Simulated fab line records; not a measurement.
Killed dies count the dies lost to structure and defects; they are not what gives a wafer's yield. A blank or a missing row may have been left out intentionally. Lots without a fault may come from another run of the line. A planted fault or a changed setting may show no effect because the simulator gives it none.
Which tool is to blame? ; flow n5Finfet ; Sampling: 11 lots, 33 wafers, 2 of 1938 route steps

WHAT THE GAUGES READ, wafer by wafer
N5_BEOL_M4_INSPECT_59: inspects for defects (darkfield).
lot;measured;on;rawDefectCount
L226;day 8 19:37;defectInspect-02;97 72 57
L228;day 9 09:54;defectInspect-02;67 69 35
L230;day 9 19:14;defectInspect-01;58 44 53
L229;day 10 00:06;defectInspect-02;103 61 82
L233;day 10 19:16;defectInspect-01;79 58 87
L234;day 10 19:41;defectInspect-01;76 85 88
L236;day 11 19:03;defectInspect-02;59 75 76
L237;day 12 19:36;defectInspect-02;70 73 80
L244;day 14 01:48;defectInspect-01;80 50 45
L245;day 14 05:50;defectInspect-02;54 46 83
L246;day 14 10:41;defectInspect-01;59 69 111

EACH LOT AND THE TOOL THAT RAN IT (in order: tool; ch and the chambers of the sampled wafers; start)
lot;N5_BEOL_M4_CO_CAP_55
L226;cvdCo-02 ch 0,1,2, day 8 19:25
L228;cvdCo-01 ch 0,1,2, day 9 09:41
L230;cvdCo-01 ch 1,2, day 9 19:02
L229;cvdCo-01 ch 0,1,2, day 9 23:53
L233;cvdCo-01 ch 0,1,2, day 10 19:02
L234;cvdCo-02 ch 1,2, day 10 19:28
L236;cvdCo-02 ch 0,1, day 11 18:49
L237;cvdCo-01 ch 0,2, day 12 19:22
L244;cvdCo-02 ch 0,2, day 14 01:35
L245;cvdCo-01 ch 0,1, day 14 05:35
L246;cvdCo-01 ch 0,2, day 14 10:28
- N5_BEOL_M4_CO_CAP_55: material Co, precursor CCTBA/H2, target thk 2 nm, time 102.1 s.

THE ANSWER, worked out from the rows above alone
Rule: what is usual is taken from the lots themselves. The widest of any qualifying gaps counts: lots, ordered by their means at a reading, are off when they make up no more than a third of the lots, leave a main group of 4 or more, and stand apart from it by 3 or more times the standard deviation of that group's means. A main group whose means are all the same, to the digits that the tables above print for the reading, isn't used. A lot without any number at a reading at which 4 lots or more have one is off too. The other lots that the step has rows for count as sound.
None of the lots is off at any reading shown; this tells nothing.

WHAT HAD BEEN PUT IN BY THE SIMULATOR
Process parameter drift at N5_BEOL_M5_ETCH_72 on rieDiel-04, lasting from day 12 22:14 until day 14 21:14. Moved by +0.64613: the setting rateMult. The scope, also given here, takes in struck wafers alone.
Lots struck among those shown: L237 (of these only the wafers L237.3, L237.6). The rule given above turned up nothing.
